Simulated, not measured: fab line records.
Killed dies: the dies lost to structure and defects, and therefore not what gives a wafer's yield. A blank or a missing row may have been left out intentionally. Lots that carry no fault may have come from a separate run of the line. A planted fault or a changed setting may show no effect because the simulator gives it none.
Problem report in the 8D (eight disciplines) form, filled by code    flow n5_finfet    the parts of the form that need people (team, actions taken, sign-off) are left out

1. THE ISSUE
Wafers without a fault read 52.2 nm, standard deviation 0.88; trench_depth_nm at N5_STI_FIN_REVEAL_FIN_H_MEAS_10 reads a mean of 44.8 nm on 3 wafers belonging to 3 lots. Measured from the usual mean, that is -8.4 standard deviations.
Earliest sighting: wafer L710.6 on ocd-02 at day 5 01:27. The record has a number at this step for 19 wafers belonging to 7 lots. By rule, "out" or "out of limits" means more than 4 standard deviations away from the usual mean. The rest of the wafers with a number are treated as sound.

2. WHAT IT IS AND WHAT IT IS NOT
question                     is                      is not
which readings at this step  trench_depth_nm         -
which lots                   L710, L711, L712        L701, L703, L713, L718
which wafers of those lots   L710.6, L711.6, L712.4  L710.1, L711.2, L711.3, L712.2
read on which gauges         ocd-02                  ocd-01
when                         from day 5 01:27        up to then (7 sound wafers); but 9 sound wafers of L711, L712, L713, L718 came after

3. THE SUSPECTS, EACH WITH WHAT RULES IT OUT
Counting: a tool at a process step up to the reading stays a suspect if it ran every lot that is out. Sound lots after the first of them don't rule it out here, since some wafers of a struck lot are sound.
- the gauge at N5_STI_FIN_REVEAL_FIN_H_MEAS_10: kept. All the wafers that are out were read on ocd-02, and no step on other tools shows them out.
- rtp_anneal-02 at N5_STI_FIN_REVEAL_DENSIFY_30: kept. It ran every lot that is out, first L710 (day 4 22:15); its last sound lot up to then is L701 (day 2 15:04).
- vapor_etch-01 at N5_STI_FIN_REVEAL_RECESS_09 (chemistry HF/NH3, target SiO2, afs cycles 11, target depth 42.5 nm, sublimation time 60 s): kept. It ran every lot that is out, first L710 (day 4 22:46); its last sound lot up to then is L703 (day 3 05:14).
- plasma_asher-02 at N5_STI_FIN_REVEAL_OXIDATION_31 (chemistry O2 PLASMA REMOTE, time 20 s): kept. It ran every lot that is out, first L710 (day 5 00:55); its last sound lot up to then is L701 (day 2 18:01).
- At N5_STI_FIN_REVEAL_RECESS_09 on vapor_etch-01, chamber 0 took the sound wafers of the same lots and chamber 1 took the wafers that are out.
Left after counting: rtp_anneal-02 at N5_STI_FIN_REVEAL_DENSIFY_30, vapor_etch-01 at N5_STI_FIN_REVEAL_RECESS_09, plasma_asher-02 at N5_STI_FIN_REVEAL_OXIDATION_31, ocd-02 at N5_STI_FIN_REVEAL_FIN_H_MEAS_10.

4. THE CAUSE (what the simulator had put in)
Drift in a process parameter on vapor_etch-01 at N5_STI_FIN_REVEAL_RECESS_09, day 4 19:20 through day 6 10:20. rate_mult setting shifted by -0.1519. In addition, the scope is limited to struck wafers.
Counting leaves 4 suspects; this tool is one of them.

5. THE CHAIN OF EFFECTS, in route order
Rows list readings where the struck wafers' mean (over those with a number) sits beyond 3 standard deviations from the usual. Only readings for which the record gives a usual standard deviation are gone through. hours: the time from each lot's start at the first step in this table that gives one to its start at this step, as a median over the lots. sigmas: the change in usual standard deviations.
hours  step                             reading          usual    on struck wafers  change  sigmas
0      N5_STI_FIN_REVEAL_FIN_H_MEAS_10  trench_depth_nm  52.2 nm  44.8              -7.4    -8.4
Later steps that measure or inspect, where all struck wafers having a row at the step show a number for every such reading and not one has moved that far: N5_BEOL_M4_RC_MEAS_101.

6. HOW IT WOULD HAVE BEEN CAUGHT EARLIER
In this record the first reading out of limits at a measuring or inspecting step was taken at day 5 01:27, 6 hours after the fault began at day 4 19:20.
No tool reading at N5_STI_FIN_REVEAL_RECESS_09 that has a usual standard deviation in the record was out on any struck wafer, so an alarm limit of 4 standard deviations on those readings would not have fired.
Lots out: 3; of these, L711, L712 started N5_STI_FIN_REVEAL_RECESS_09 on vapor_etch-01 after day 5 01:27. A hold on the tool at that time would have spared those 2.
